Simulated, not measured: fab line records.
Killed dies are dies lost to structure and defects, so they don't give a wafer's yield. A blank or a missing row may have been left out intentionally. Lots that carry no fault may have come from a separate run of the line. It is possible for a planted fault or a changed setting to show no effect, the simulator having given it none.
fab line records | flow n5-finfet
record: lots: 6 | wafers: 16 | last-day: 18
route steps=1938 shown HKMG_FIN@407 BEOL_M4@1111 PASSIVATION@1936
lots that met no fault: taken from a fault-free run of the same line
start-h: start of the lot's first displayed wafer, in hours after the record's first day | wait-h: how many hours have passed since the lot's step before this one | " identical to the entry in the row above | L1.1+2: a single row standing in for several wafers | - no value, or no start was given | * or withheld: withheld | < > ~ a bound
route shown NAME@n: names a module that has steps shown in the file, with the first one's number in the route | usual: mean/standard deviation of fault-free wafers | same: alike in all rows | chamber/n: place in a boat | sites: each site's reading | _std_site: their standard deviation | _edge_site: mean of outer sites minus mean of inner sites | radius-mm: for every site, how far away it sits from the centre of the wafer | mask NAME#n: copy n | behind: the tool/chamber that last shaped the wafer | hold: why the lot was held/for how many hours/how that ended | device: which transistor (n, p or np) failed to switch | end of line: tests run on the same wafers once the route is complete | step lacking rows: just its recipe | killed: dies that structure and defects cost at the first sort, which is not the same as the wafer's yield | map: a wafer's dies, x killed, . not, _ none there
set.NAME: the setting that was run; set.NAME@STEP: the one run at that earlier step | model.NAME: the simulator's own value behind a step, which no gauge read
a table for each step, a row for each wafer; lots at some steps of the route
services: a tool's chamber out of use, with start hour (start-h, from the record's first day; less than 0 if before it), hours out, and reason
== steps ==
step: N5_HKMG_FIN_STRIP_93
recipe: chemistry: N2/H2 | material: SOC | time-s: 20 | power-w: 500 | temp-c: 40 | pressure-mtorr: 50 | rf-frequency-hz: 6e+07 | bias-power-w: 8 | h2-frac: 0.5 | n2-flow-sccm: 300 | h2-flow-sccm: 300
usual: drypump-motor-current-A: 5.8/0.52 | oes-product-au: 0.80/0.084 | rf-fwd-power-W: 495.6/1.8 | rf-vpp-V: 54.1/0.97 | showerhead-plenum-p-Torr: 3.35/0.11 | temp-c: 39.99/0.11 | throttle-valve-pct: 18.92/0.29
lot.wafer | tool        | chamber | start-h | wait-h | drypump-motor-current-A | oes-product-au | rf-fwd-power-W | rf-hours-counter-h | rf-vpp-V | showerhead-plenum-p-Torr | temp-c | throttle-valve-pct
L387.1    | rie-diel-05 | 1       | 123.33  | 0.2    | 5.9                     | 0.90           | 493.4          | 26                 | 55.2     | 3.30                     | 39.91  | 18.87
L387.2    | "           | 3       | "       | "      | 6.7                     | 0.78           | 494.6          | 128                | 54.9     | 3.38                     | 39.94  | 18.92
L387.4    | "           | 3       | "       | "      | 6.7                     | 0.77           | 495.6          | -                  | 54.9     | 3.38                     | 40.06  | 18.92
L393.1    | rie-diel-04 | 1       | 160.10  | 0.2    | 5.3                     | 0.83           | 494.2          | 64                 | 55.8     | 3.53                     | 39.94  | 19.02
L393.2    | "           | 0       | "       | "      | 6.7                     | 0.72           | 494.9          | 218                | 53.2     | 3.19                     | 40.07  | 19.38
L393.3    | "           | 3       | "       | "      | 5.8                     | 0.92           | 497.5          | 15                 | 53.6     | 3.42                     | 40.06  | 18.83
L395.1    | rie-diel-06 | 3       | 171.71  | 0.2    | 5.4                     | 0.86           | 494.9          | 39                 | 53.4     | 3.28                     | 40.18  | 18.26
L395.5    | "           | 1       | "       | "      | 6.0                     | 0.73           | 495.9          | -                  | 53.2     | 3.20                     | 39.78  | 18.96
L395.6    | "           | 3       | "       | "      | 5.5                     | 0.86           | 497.1          | -                  | 54.1     | 3.28                     | 39.92  | 18.26
L398.3    | rie-diel-04 | 2       | 187.20  | 0.2    | 5.5                     | 0.73           | 499.2          | 176                | 54.0     | 3.35                     | 40.02  | 19.05
L400.1    | rie-diel-05 | 3       | 199.73  | 0.2    | 6.7                     | 0.75           | 493.0          | 158                | 54.3     | 3.36                     | 40.00  | 18.96
L400.5    | "           | 3       | "       | "      | 6.7                     | 0.76           | 495.8          | -                  | 54.2     | 3.36                     | 39.63  | 18.98
L400.6    | "           | 0       | "       | "      | 6.1                     | 0.90           | 493.0          | -                  | 55.2     | 3.29                     | 40.04  | 18.75
L402.1    | rie-diel-06 | 1       | 208.56  | 0.2    | 6.0                     | 0.72           | 494.2          | 207                | 52.7     | 3.20                     | 40.06  | 18.97
L402.3    | "           | 2       | "       | "      | 5.8                     | 0.90           | 497.2          | 16                 | 53.4     | 3.31                     | 39.90  | 18.98
L402.6    | "           | 0       | "       | "      | 5.3                     | 0.82           | 497.8          | -                  | 55.0     | 3.51                     | 40.05  | 18.64
step: N5_HKMG_FIN_WET_ETCH_76
recipe: chemistry: dNH4OH | mix: 1:50 | temp-c: 25 | target: Al2O3 | stop-on: La2O3 | target-depth-nm: 2.25 | dry: ipa-marangoni | rinse-time-s: 30 | rinse-temp-c: 23
step: N5_HKMG_FIN_STRIP_60
recipe: chemistry: N2/H2 | power-w: 2500 | temp-c: 300 | h2-frac: 0.65 | time-s: 360 | pressure-mtorr: withheld | n2-flow-sccm: 1750 | h2-flow-sccm: 3250
usual: drypump-motor-current-A: 5.5/0.38 | heater-power-w: 464/28 | temp-c: 300.00/0.22
lot.wafer | tool            | chamber | start-h | wait-h | drypump-motor-current-A | heater-power-w | rf-hours-counter-h | temp-c
L387.1    | plasma-asher-02 | 1       | 123.48  | 0.0    | 5.6                     | 511            | 95                 | 299.83
L387.2    | "               | 0       | "       | "      | 6.0                     | 463            | 95                 | 299.73
L387.4    | "               | 1       | "       | "      | 5.6                     | 518            | -                  | 299.74
L393.1    | plasma-asher-01 | 0       | 160.25  | 0.0    | 5.0                     | 461            | 55                 | 299.92
L393.2    | "               | 1       | "       | "      | 5.7                     | 440            | 55                 | 300.03
L393.3    | "               | 1       | "       | "      | 5.7                     | 440            | -                  | 299.84
L395.1    | plasma-asher-02 | 1       | 171.86  | 0.0    | 5.6                     | 513            | 105                | 300.12
L395.5    | "               | 1       | "       | "      | 5.6                     | 522            | -                  | 300.03
L395.6    | "               | 0       | "       | "      | 5.9                     | 446            | -                  | 300.05
L398.3    | plasma-asher-01 | 0       | 187.47  | 0.1    | 5.0                     | 466            | -                  | 300.01
L400.1    | plasma-asher-01 | 1       | 199.89  | 0.0    | 5.7                     | 436            | 63                 | 300.26
L400.5    | "               | 0       | "       | "      | 5.0                     | 454            | -                  | 299.99
L400.6    | "               | 1       | "       | "      | 5.7                     | 432            | -                  | 300.42
L402.1    | plasma-asher-01 | 1       | 208.71  | 0.0    | 5.7                     | 438            | 65                 | 300.01
L402.3    | "               | 1       | "       | "      | 5.7                     | 442            | -                  | 299.71
L402.6    | "               | 0       | "       | "      | 5.0                     | 468            | -                  | 300.01
step: N5_HKMG_FIN_WET_ETCH_77
recipe: chemistry: dHCl | mix: 1:10000 | temp-c: 25 | target: La2O3 | stop-on: HfO2 | target-depth-nm: 2
step: N5_HKMG_FIN_WET_ETCH_78
recipe: chemistry: dNH4OH | mix: 1:50 | temp-c: 25 | target: Al2O3 | stop-on: La2O3 | target-depth-nm: 4.5 | dry: ipa-marangoni | rinse-time-s: 30 | rinse-temp-c: 23
step: N5_HKMG_FIN_ALD_79
recipe: material: TiN | target-thk-a: 15 | temp-c: 400 | ald-precursor-family: TiCl4 | ald-co-reactant: NH3 | pulse-time-s: 1 | purge-time-s: 3 | co-reactant-purge-time-s: 2 | co-reactant-pulse-time-s: 2 | ald-cycles: 68 | pressure-torr: 3
usual: ald-cycles: 68/0 | heater-power-outer-w: 569/77 | heater-power-w: 910/110 | precursor-pulse-height-rel: 1.000/0.018
same: pulse-time-s: 1
lot.wafer | tool         | chamber | start-h | wait-h | ald-cycles | heater-power-outer-w | heater-power-w | precursor-pulse-height-rel
L387.1    | ald-metal-02 | 1       | 123.97  | 0.0    | 68         | 555                  | 872            | 0.981
L387.2    | "            | 0       | "       | "      | 68         | 652                  | 980            | 1.017
L387.4    | "            | 2       | "       | "      | 68         | 569                  | 965            | 1.011
L393.1    | ald-metal-02 | 0       | 160.73  | 0.0    | 68         | 638                  | 988            | 0.982
L393.2    | "            | 1       | "       | "      | 68         | 555                  | 901            | 1.009
L393.3    | "            | 3       | "       | "      | 68         | 559                  | 903            | 0.973
L395.1    | ald-metal-02 | 3       | 172.35  | 0.0    | 68         | 587                  | 892            | 1.015
L395.5    | "            | 1       | "       | "      | 68         | 540                  | 873            | 0.998
L395.6    | "            | 3       | "       | "      | 68         | 594                  | 904            | 1.003
L398.3    | ald-metal-04 | 1       | 187.89  | 0.0    | 68         | 665                  | 1059           | 0.972
L400.1    | ald-metal-04 | 0       | 200.40  | 0.0    | 68         | 493                  | 788            | 1.007
L400.5    | "            | 1       | "       | "      | 68         | 647                  | 1049           | 1.012
L400.6    | "            | 0       | "       | "      | 68         | 474                  | 791            | 1.017
L402.1    | ald-metal-04 | 1       | 209.20  | 0.0    | 68         | 669                  | 1058           | 1.020
L402.3    | "            | 2       | "       | "      | 68         | 587                  | 984            | 0.993
L402.6    | "            | 1       | "       | "      | 68         | 673                  | 1057           | 1.034
step: N5_HKMG_FIN_CVD_62
recipe: material: a-Si | target-thk-a: 30 | temp-c: 500 | precursor: Si2H6 | pressure-torr: 1 | time-s: 20.8
usual: heater-power-outer-w: 861/56 | heater-power-w: 1337/100
lot.wafer | tool              | chamber | start-h | wait-h | heater-power-outer-w | heater-power-w
L387.1    | thermal-cvd-si-01 | 2       | 124.33  | 0.2    | 809                  | 1284
L387.2    | "                 | 1       | "       | "      | 837                  | 1210
L387.4    | "                 | 0       | "       | "      | 884                  | 1372
L393.1    | thermal-cvd-si-01 | 2       | 161.10  | 0.2    | 801                  | 1286
L393.2    | "                 | 1       | "       | "      | 832                  | 1205
L393.3    | "                 | 2       | "       | "      | 767                  | 1286
L395.1    | thermal-cvd-si-01 | 2       | 172.71  | 0.2    | 806                  | 1265
L395.5    | "                 | 1       | "       | "      | 847                  | 1184
L395.6    | "                 | 0       | "       | "      | 884                  | 1339
L398.3    | thermal-cvd-si-02 | 1       | 188.25  | 0.2    | 928                  | 1485
L400.1    | thermal-cvd-si-02 | 1       | 200.76  | 0.2    | 953                  | 1455
L400.5    | "                 | 0       | "       | "      | 784                  | 1253
L400.6    | "                 | 1       | "       | "      | 961                  | 1448
L402.1    | thermal-cvd-si-02 | 0       | 209.56  | 0.2    | 807                  | 1245
L402.3    | "                 | 2       | "       | "      | 917                  | 1390
L402.6    | "                 | 2       | "       | "      | 926                  | 1465
step: N5_HKMG_FIN_RTA_80
recipe: temp-c: withheld | time-s: 2 | ambient: N2 | idle-temp-c: 600 | ramp-up-c-per-s: 150 | ramp-down-c-per-s: 60 | cool-to-c: 600
step: N5_HKMG_FIN_PRECLEAN_64
recipe: chemistry: dHF | time-s: 30 | temp-c: 25 | dilution: withheld
step: N5_HKMG_FIN_WET_ETCH_65
recipe: chemistry: TMAH | temp-c: 70 | conc-wt-pct: 5 | target: a-Si | stop-on: TiN | time-s: 49 | target-depth-nm: 3
step: N5_HKMG_FIN_WET_ETCH_81
recipe: chemistry: SC1 | target: TiN | stop-on: HfO2 | mix: 1:1:5 | temp-c: 60 | time-s: 57 | target-depth-nm: 6
step: N5_HKMG_FIN_WET_ETCH_82
recipe: chemistry: dHCl | mix: 1:10000 | temp-c: 25 | target: La2O3 | stop-on: HfO2 | target-depth-nm: 2 | dry: ipa-marangoni | rinse-time-s: 30 | rinse-temp-c: 23
step: N5_HKMG_FIN_ALD_36
recipe: material: TiN | target-thk-a: 10 | temp-c: 400 | ald-precursor-family: TiCl4 | ald-co-reactant: NH3 | pulse-time-s: 1 | purge-time-s: 3 | co-reactant-purge-time-s: 2 | co-reactant-pulse-time-s: 2 | ald-cycles: 47 | pressure-torr: 3
usual: ald-cycles: 47/0 | heater-power-outer-w: 570/78 | heater-power-w: 903/110 | precursor-pulse-height-rel: 1.000/0.021
same: pulse-time-s: 1
lot.wafer | tool         | chamber | start-h | wait-h | ald-cycles | heater-power-outer-w | heater-power-w | precursor-pulse-height-rel
L387.1    | ald-metal-04 | 2       | 124.73  | 0.0    | 47         | 610                  | 983            | 1.030
L387.2    | "            | 0       | "       | "      | 47         | 486                  | 770            | 0.987
L387.4    | "            | 3       | "       | "      | 47         | 394                  | 636            | 1.014
L393.1    | ald-metal-02 | 1       | 161.69  | 0.0    | 47         | 557                  | 875            | 0.954
L393.2    | "            | 3       | "       | "      | 47         | 583                  | 914            | 0.997
L393.3    | "            | 0       | "       | "      | 47         | 663                  | 963            | 1.010
L395.1    | ald-metal-02 | 2       | 173.14  | 0.0    | 47         | 569                  | 951            | 0.996
L395.5    | "            | 1       | "       | "      | 43         | 569                  | 869            | 1.022
L395.6    | "            | 3       | "       | "      | 47         | 584                  | 909            | 1.001
L398.3    | ald-metal-02 | 1       | 188.66  | 0.0    | 43         | 560                  | 900            | 1.013
L400.1    | ald-metal-01 | 0       | 201.16  | 0.0    | 47         | 681                  | 1077           | 0.958
L400.5    | "            | 0       | "       | "      | 47         | 661                  | 1058           | 0.981
L400.6    | "            | 3       | "       | "      | 47         | 526                  | 894            | 0.996
L402.1    | ald-metal-01 | 2       | 209.96  | 0.0    | 47         | 652                  | 986            | 0.995
L402.3    | "            | 3       | "       | "      | 47         | 533                  | 904            | 0.983
L402.6    | "            | 0       | "       | "      | 47         | 663                  | 1104           | 0.979
step: N5_HKMG_FIN_THK_MEAS_70
recipe: thk-meas-gauge: xrf | reads: HfO2_of_HKMG_FIN_HK_ALD_01
usual: HK_THK: 1.593/0.022
lot.wafer | tool          | chamber | start-h | wait-h | HK_THK[nm]
L387.1    | film-metro-02 | -       | 125.01  | 0.2    | 1.607
L387.2    | "             | -       | "       | "      | 1.617
L387.4    | "             | -       | "       | "      | 1.576
L393.1    | film-metro-02 | -       | 161.97  | 0.2    | 1.591
L393.2    | "             | -       | "       | "      | 1.644
L393.3    | "             | -       | "       | "      | 1.563
L395.1    | film-metro-02 | -       | 173.42  | 0.2    | 1.614
L395.5    | "             | -       | "       | "      | 1.603
L395.6    | "             | -       | "       | "      | 1.588
L398.3    | film-metro-02 | -       | 188.94  | 0.2    | 1.590
L400.1    | film-metro-02 | -       | 201.44  | 0.2    | 1.555
L400.5    | "             | -       | "       | "      | 1.587
L400.6    | "             | -       | "       | "      | 1.562
L402.1    | film-metro-01 | -       | 210.24  | 0.2    | 1.577
L402.3    | "             | -       | "       | "      | 1.576
L402.6    | "             | -       | "       | "      | 1.593
step: N5_BEOL_M4_RC_MEAS_101
usual: DIBL_N: 35.8/1.5 | DIBL_P: 35.8/1.7 | IOFF_N: 0.151/0.022 | IOFF_P: 0.204/0.027 | ION_N: 673/8.6 | ION_P: 462/5.4 | SS_N: 71.4/0.54 | SS_P: 73.3/0.56 | VT_N: 250.5/2.6 | VT_P: -251/3.1
lot.wafer | tool      | chamber | start-h | wait-h | DIBL_N[mV/V] | DIBL_P[mV/V] | IOFF_N[nA/um] | IOFF_P[nA/um] | ION_N[uA/um] | ION_P[uA/um] | SS_N[mV/dec] | SS_P[mV/dec] | VT_N[mV] | VT_P[mV]
L387.1    | prober-02 | 0       | 226.62  | 0.0    | 35.4         | 35.4         | 0.145         | 0.207         | 673          | 462          | 70.7         | 73.0         | 249.1    | -248
L387.2    | "         | 0       | "       | "      | 36.2         | 36.1         | 0.162         | 0.213         | 673          | 466          | 71.8         | 73.3         | 249.1    | -252
L387.4    | "         | 0       | "       | "      | 36.0         | 36.8         | 0.155         | 0.227         | 667          | 465          | 71.5         | 73.5         | 249.0    | -248
L393.1    | prober-02 | 0       | 261.96  | 0.0    | 38.2         | 39.0         | 0.188         | 0.273         | 693          | 474          | 72.0         | 73.8         | 247.0    | -245
L393.2    | "         | 0       | "       | "      | 37.3         | 38.0         | 0.167         | 0.260         | 672          | 468          | 72.0         | 73.9         | 248.6    | -245
L393.3    | "         | 0       | "       | "      | 36.9         | 37.6         | 0.161         | 0.250         | 677          | 467          | 71.1         | 73.5         | 245.5    | -246
L395.1    | prober-02 | 0       | 268.75  | 0.0    | 35.1         | 35.6         | 0.154         | 0.196         | 674          | 458          | 71.0         | 73.3         | 250.6    | -251
L395.5    | "         | 0       | "       | "      | 34.8         | 34.9         | 0.151         | 0.164         | 665          | 454          | 70.8         | 73.3         | 252.8    | -257
L395.6    | "         | 0       | "       | "      | 36.1         | 36.2         | 0.182         | 0.191         | 682          | 458          | 71.7         | 73.2         | 245.0    | -252
L398.3    | prober-01 | 0       | 293.89  | 0.3    | 34.6         | 34.2         | 0.140         | 0.186         | 671          | 455          | 71.5         | 73.4         | 249.1    | -251
L400.1    | prober-01 | 0       | 296.84  | 0.0    | 33.8         | 33.9         | 0.130         | 0.184         | 671          | 465          | 71.2         | 73.5         | 252.7    | -252
L400.5    | "         | 0       | "       | "      | 34.7         | 35.5         | 0.150         | 0.209         | 674          | 468          | 71.1         | 73.5         | 250.8    | -248
L400.6    | "         | 0       | "       | "      | 33.0         | 33.6         | 0.123         | 0.182         | 676          | 464          | 70.5         | 73.9         | 251.0    | -252
L402.1    | prober-01 | 0       | 320.23  | 0.0    | 34.8         | 34.4         | 0.123         | 0.175         | 658          | 450          | 71.3         | 73.0         | 252.7    | -256
L402.3    | "         | 0       | "       | "      | 35.6         | 35.6         | 0.141         | 0.196         | 672          | 464          | 71.1         | 73.5         | 252.4    | -252
L402.6    | "         | 0       | "       | "      | 38.7         | 38.6         | 0.184         | 0.243         | 674          | 470          | 71.8         | 73.8         | 247.9    | -249
step: N5_PASSIVATION_PROBE_49
usual: defect-limited-yield: 91.3/1.4 | killed_at_M0_to_M3: 33/10 | killed_at_M4_up: 15/6.1 | killed-at-contacts: 12/6.7 | killed-at-front-end: 39/11 | killed-at-other: 4/3.3 | killed-dies: 103/16 | killed-open: 68/12 | killed-short: 34/7.2 | sort_bin_5_function: 5.1/0.88 | sort_bin_6_memory: 3.3/0.67 | sort-n-pass: 1077/16 | sort-yield-pct: 91.3/1.4
same: gross-dies: 1180 | killed-at-back-side: 0 | sort_bin_4_leakage[%]: 0 | sort_bin_8_speed[%]: 0
lot.wafer | tool      | chamber | start-h | wait-h | defect-limited-yield[%] | killed_at_M0_to_M3 | killed_at_M4_up | killed-at-contacts | killed-at-front-end | killed-at-other | killed-dies | killed-open | killed-short | sort_bin_5_function[%] | sort_bin_6_memory[%] | sort-n-pass | sort-yield-pct[%]
L387.1    | prober-02 | -       | 321.42  | 0.0    | 90.9                    | 25                 | 18              | 13                 | 49                  | 2               | 107         | 60          | 46           | 6.3                    | 2.6                  | 1073        | 90.9
L387.2    | prober-02 | -       | 321.47  | 0.1    | 90.9                    | 32                 | 13              | 6                  | 55                  | 1               | 107         | 67          | 37           | 5.8                    | 3.2                  | 1073        | 90.9
L387.4    | prober-02 | -       | 321.57  | 0.2    | 89.2                    | 34                 | 7               | 8                  | 78                  | 0               | 127         | 83          | 42           | 5.8                    | 4.7                  | 1053        | 89.2
L395.1    | prober-02 | -       | 380.45  | 0.0    | 90.3                    | 39                 | 10              | 15                 | 50                  | 1               | 115         | 75          | 39           | 5.0                    | 4.6                  | 1065        | 90.3
L395.5    | prober-02 | -       | 380.65  | 0.2    | 90.8                    | 31                 | 10              | 20                 | 45                  | 3               | 109         | 76          | 32           | 5.5                    | 3.5                  | 1071        | 90.8
L395.6    | prober-02 | -       | 380.70  | 0.3    | 90.8                    | 53                 | 5               | 9                  | 39                  | 2               | 108         | 63          | 45           | 5.9                    | 2.9                  | 1072        | 90.8
L402.1    | prober-02 | -       | 428.16  | 0.0    | 92.6                    | 20                 | 14              | 9                  | 32                  | 12              | 87          | 59          | 26           | 4.0                    | 2.9                  | 1093        | 92.6
L402.3    | prober-02 | -       | 428.26  | 0.1    | 92.5                    | 21                 | 18              | 14                 | 30                  | 6               | 89          | 65          | 22           | 4.2                    | 3.1                  | 1091        | 92.5
L402.6    | prober-02 | -       | 428.41  | 0.3    | 93.1                    | 22                 | 12              | 10                 | 32                  | 6               | 82          | 51          | 30           | 4.2                    | 2.8                  | 1098        | 93.1
killed by level:class
L387.1 STI_FIN_REVEAL:geometric-particle:open=13 FIN_SAQP:geometric-particle:short=11 MOL_CONTACT_COAG:geometric-particle:open=9 FIN_SAQP:geometric-particle:open=7 BEOL_M1:geometric-particle:open=7 GATE_CUT:geometric-particle:short=6 BEOL_M4:geometric-particle:open=6 STI_FIN_REVEAL:geometric-particle:short=4
L387.2 STI_FIN_REVEAL:geometric-particle:open=12 GATE_CUT:geometric-particle:short=11 BEOL_M0_SAQP:geometric-particle:open=9 BEOL_M1:geometric-particle:open=6 FIN_SAQP:geometric-particle:open=5 FIN_SAQP:geometric-particle:short=5 BEOL_M0_SAQP:geometric-particle:short=5 DUMMY_GATE:geometric-particle:open=4
L387.4 STI_FIN_REVEAL:geometric-particle:open=25 FIN_SAQP:geometric-particle:open=14 FIN_SAQP:geometric-particle:short=13 BEOL_M1:geometric-particle:open=7 GATE_CUT:geometric-particle:short=7 BEOL_M0_SAQP:geometric-particle:open=7 MOL_CONTACT_COAG:geometric-particle:open=6 BEOL_M0_SAQP:geometric-particle:short=6
L395.1 BEOL_M0_SAQP:geometric-particle:open=15 MOL_CONTACT_COAG:geometric-particle:open=13 FIN_SAQP:geometric-particle:short=11 BEOL_M0_SAQP:geometric-particle:short=9 STI_FIN_REVEAL:geometric-particle:open=8 FIN_SAQP:geometric-particle:open=7 DUMMY_GATE:geometric-particle:open=7 BEOL_M1:geometric-particle:open=4
L395.5 BEOL_M3:geometric-particle:open=18 MOL_CONTACT_COAG:geometric-particle:open=15 FIN_SAQP:geometric-particle:short=10 STI_FIN_REVEAL:geometric-particle:open=9 DUMMY_GATE:geometric-particle:open=8 BEOL_M0_SAQP:geometric-particle:short=7 BEOL_M4:geometric-particle:open=6 FIN_SAQP:geometric-particle:open=5
L395.6 BEOL_M0_SAQP:geometric-particle:short=21 STI_FIN_REVEAL:geometric-particle:open=13 BEOL_M0_SAQP:geometric-particle:open=12 MOL_CONTACT_COAG:geometric-particle:open=8 FIN_SAQP:geometric-particle:short=7 BEOL_M2:geometric-particle:open=6 STI_FIN_REVEAL:geometric-particle:short=4 BEOL_M2:geometric-particle:short=4
L402.1 FIN_SAQP:geometric-particle:open=8 BEOL_M4:geometric-particle:open=6 MOL_CONTACT_COAG:geometric-particle:open=5 BEOL_M0_SAQP:geometric-particle:open=5 STI_FIN_REVEAL:geometric-particle:open=4 GATE_CUT:geometric-particle:short=4 MOL_CONTACT_COAG:geometric-particle:short=4 BEOL_M1:geometric-particle:open=4
L402.3 BEOL_M4:geometric-particle:open=14 MOL_CONTACT_COAG:geometric-particle:open=12 BEOL_M1:geometric-particle:open=11 STI_FIN_REVEAL:geometric-particle:open=5 GATE_CUT:geometric-particle:short=5 BEOL_M1:geometric-particle:short=5 STARTING-WAFER:geometric-particle:short=4 FIN_SAQP:geometric-particle:open=3
L402.6 MOL_CONTACT_COAG:geometric-particle:open=10 BEOL_M0_SAQP:geometric-particle:short=9 STI_FIN_REVEAL:geometric-particle:open=5 FIN_SAQP:geometric-particle:short=4 GATE_CUT:geometric-particle:short=4 BEOL_M1:geometric-particle:open=4 FIN_SAQP:geometric-particle:open=3 DUMMY_GATE:geometric-particle:open=3
== services ==
tool              | chamber | start-h | hours | kind
ald-metal-04      | -       | 99.43   | 2.9   | repair
plasma-asher-02   | -       | 101.13  | 2.2   | repair
rie-diel-06       | 0       | 103.79  | 6.8   | repair
thermal-cvd-si-02 | 0       | 104.94  | 3.5   | repair
rie-diel-05       | 0       | 117.17  | -     | clean
rie-diel-05       | 0       | 117.17  | -     | consumable-replace:focus-ring
rie-diel-05       | 0       | 117.17  | 13.4  | scheduled-down
rie-diel-05       | 0       | 117.17  | 13.4  | vent-cycle
rie-diel-04       | 0       | 122.85  | 9.1   | repair
thermal-cvd-si-01 | 1       | 125.99  | 12.6  | repair
ald-metal-01      | -       | 132.63  | 0.7   | repair
rie-diel-05       | 2       | 134.40  | -     | clean
rie-diel-05       | 2       | 134.40  | -     | consumable-replace:focus-ring
rie-diel-05       | 2       | 134.40  | 17.5  | scheduled-down
rie-diel-04       | 3       | 134.61  | 8.3   | repair
ald-metal-02      | -       | 141.40  | 1.2   | repair
ald-metal-01      | 0       | 145.13  | 13.8  | repair
thermal-cvd-si-02 | -       | 150.17  | 0.9   | repair
thermal-cvd-si-01 | 0       | 159.10  | 7.1   | repair
thermal-cvd-si-02 | -       | 163.01  | 1.4   | repair
rie-diel-06       | 2       | 170.36  | 8.9   | repair
ald-metal-02      | 0       | 171.75  | 3.5   | repair
rie-diel-06       | 3       | 172.60  | 2.8   | repair
ald-metal-02      | 1       | 208.12  | 19.5  | repair
== key ==
first-sign: step: N5_HKMG_FIN_ALD_36 | reading: ald-cycles | direction: down | sigmas: 99+ | usual: * | struck: *
effect none on later readings
met-at N5_HKMG_FIN_ALD_36
struck-wafers L395.5,L398.3
rows-end L398.3
onset-between 161.69 173.14
fault: kind: process-parameter-drift | tool: ald-metal-02 | chamber: 1 | onset-h: 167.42 | steps: N5_HKMG_FIN_ALD_36 | channel: ald-cycles | offset: * | shape: step | acts-in: * | stated: *
rows-end: these wafers met a further fault down the route, and their rows from its step on are left out
